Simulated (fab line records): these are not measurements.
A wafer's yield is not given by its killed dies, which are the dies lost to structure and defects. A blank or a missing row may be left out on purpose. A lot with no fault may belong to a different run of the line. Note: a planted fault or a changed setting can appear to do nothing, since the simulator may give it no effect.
Struck lot and sound lot, side by side | flow nand_harc | 18 steps out of a route of 1302
Sound: these wafers, L109.2, L109.3, L109.4. Struck: wafer L123.6 (left out: L123.1, L123.2 of the same lot, which were not struck); the cause appears at the end.
Each step with rows lists, per side, the tool, then ch with its chambers, then its first start. Under that, the readings that differ: sound wafers | struck wafers | difference of the means | sigmas: that difference in standard deviations of wafers without a fault.
alike: readings with means less than 2 such deviations apart, plus words and numbers identical on both sides. not compared: withheld readings, readings lacking a value on some wafer, bounds such as >300 that could conceal the same value, and numbers that have no deviation in the record and whose values overlap.
The two part at a step that has a row with sigmas, a row that says differs or no value, or rows on one side only. Non-overlapping numbers with no deviation appear without sigmas and do not part them. A reading missing from all wafers of one side parts the sides only when that side holds two or more wafers.

NHARC_P_M0_DESCUM_14: chemistry O2, time 3 s.
  sound on rie_diel-01 ch 0,1,2, day 6 08:49; struck on rie_diel-05 ch 0, day 12 10:55
  reading                     | sound             | struck | difference | sigmas
  drypump_motor_current_A (A) | 4.9 4.9 6.0       | 6.7    | +1.4       | +2
  oes_product_au (a.u.)       | 0.991 1.004 0.992 | 1.018  | +0.022     | +3
  rf_vpp_V (V)                | 60.1 56.6 57.9    | 55.9   | -2.3       | -3
  alike: showerhead_plenum_p_Torr, throttle_valve_pct
  not compared: rf_hours_counter_h
NHARC_P_M0_ETCH_34: etches the open film in N2/H2, target depth 40 nm, overetch 12 nm, time 43.94 s.
  sound on rie_diel-01 ch 0,1,3, day 6 08:54; struck on rie_diel-05 ch 2, day 12 11:03
  reading                         | sound          | struck | difference | sigmas
  showerhead_plenum_p_Torr (Torr) | 1.96 1.95 1.89 | 2.09   | +0.16      | +2
  alike: drypump_motor_current_A, h2_flow_sccm, oes_product_au, rf_fwd_power_W, rf_vpp_V, throttle_valve_pct
  not compared: rf_hours_counter_h
NHARC_P_M0_ETCH_15: etches the open film in C4F8/Ar, target depth 150 nm, overetch 15 nm, time 82.5 s.
  sound: rie_diel-01 ch 0,1,2; struck: rie_diel-05 ch 1
  alike: oes_product_au, rf_fwd_power_W, rf_vpp_V
  not compared: rf_hours_counter_h
NHARC_P_M0_CD_MEAS_16:
  struck on cd_sem-03, day 12 11:16; sound on cd_sem-01, day 6 09:07
  alike: cd_nm
NHARC_P_M0_STRIP_18: strips in N2/H2.
  sound on rie_diel-01 ch 0,2,3, day 6 09:11; struck on rie_diel-01 ch 0, day 12 11:24
  alike: drypump_motor_current_A, h2_flow_sccm, oes_product_au, rf_fwd_power_W, rf_vpp_V, showerhead_plenum_p_Torr, throttle_valve_pct
  not compared: rf_hours_counter_h
then, 3 steps without rows for these wafers: NHARC_P_M0_STRIP_19 (strips in post etch residue remover, time 600 s); NHARC_P_M0_DEGAS_28 (time 60 s); NHARC_P_M0_PRE_CLEAN_29 (time 30 s).
NHARC_P_M0_PVD_20: deposits TaN, target thk 5 nm, time 8.06 s.
  sound on pvd_sputter-01; struck on pvd_sputter-01
  alike: throttle_valve_pct
then, 3 steps without rows for these wafers: NHARC_P_M0_PVD_21 (deposits Cu, target thk 30 nm, time 20.49 s); NHARC_P_M0_ECD_22 (material Cu, target thk 400 nm); NHARC_P_M0_ANNEAL_30 (time 90 s).
NHARC_P_M0_CMP_23: polishes, t overpolish 20 s, target thk 117.54 nm.
  sound on cmp-01 ch 1,2,3, day 6 10:50; struck on cmp-01 ch 1, day 12 13:01
  reading                | sound          | struck | difference | sigmas
  time_to_endpoint_s (s) | 26.4 28.7 25.5 | 37.7   | +10.8      | +4
  alike: motor_current_A, retaining_ring_pressure_frac, slurry_filter_dp_kPa
NHARC_P_M0_THK_MEAS_24: measures by xrf.
  struck on film_metro-02, day 12 13:19; sound on film_metro-01, day 6 11:08
  reading     | sound             | struck | difference | sigmas
  thk_nm (nm) | 120.2 119.9 114.9 | 121.7  | +3.4       | +3
then, 1 step without rows for these wafers: NHARC_P_M0_SRD_25.
NHARC_P_M0_INSPECT_27:
  struck on defect_inspect-01, day 12 13:28; sound on defect_inspect-01, day 6 11:18
  reading          | sound       | struck | difference | sigmas
  raw_defect_count | 188 283 224 | 2619   | +2387      | +20
then, 1 step without rows for these wafers: NHARC_P_M0_PRE_CLEAN_31 (time 12 s).
-- break in the record here, with 18 days between the starts of the struck wafers on either side (left off in module P_M0, picked up again in module END, where the first step shown is number 1302 on the route) --
NHARC_END_SORT_01:
  sound on prober-01 ch 0, day 24 06:40; struck on prober-01 ch 0, day 30 21:50
  reading                  | sound          | struck | difference | sigmas
  defect_limited_yield (%) | 92.2 89.4 91.9 | 0      | -91        | -40
  killed_at_periphery      | 4 1 0          | 623    | +621       | +99 or more
  killed_dies              | 53 72 55       | 677    | +617       | +41
  alike: killed_at_array, killed_at_other, killed_open, killed_short

## WHERE THEY PART
Last at NHARC_END_SORT_01 as far as this record goes, first at NHARC_P_M0_DESCUM_14.

WHY: what had been put in by the simulator
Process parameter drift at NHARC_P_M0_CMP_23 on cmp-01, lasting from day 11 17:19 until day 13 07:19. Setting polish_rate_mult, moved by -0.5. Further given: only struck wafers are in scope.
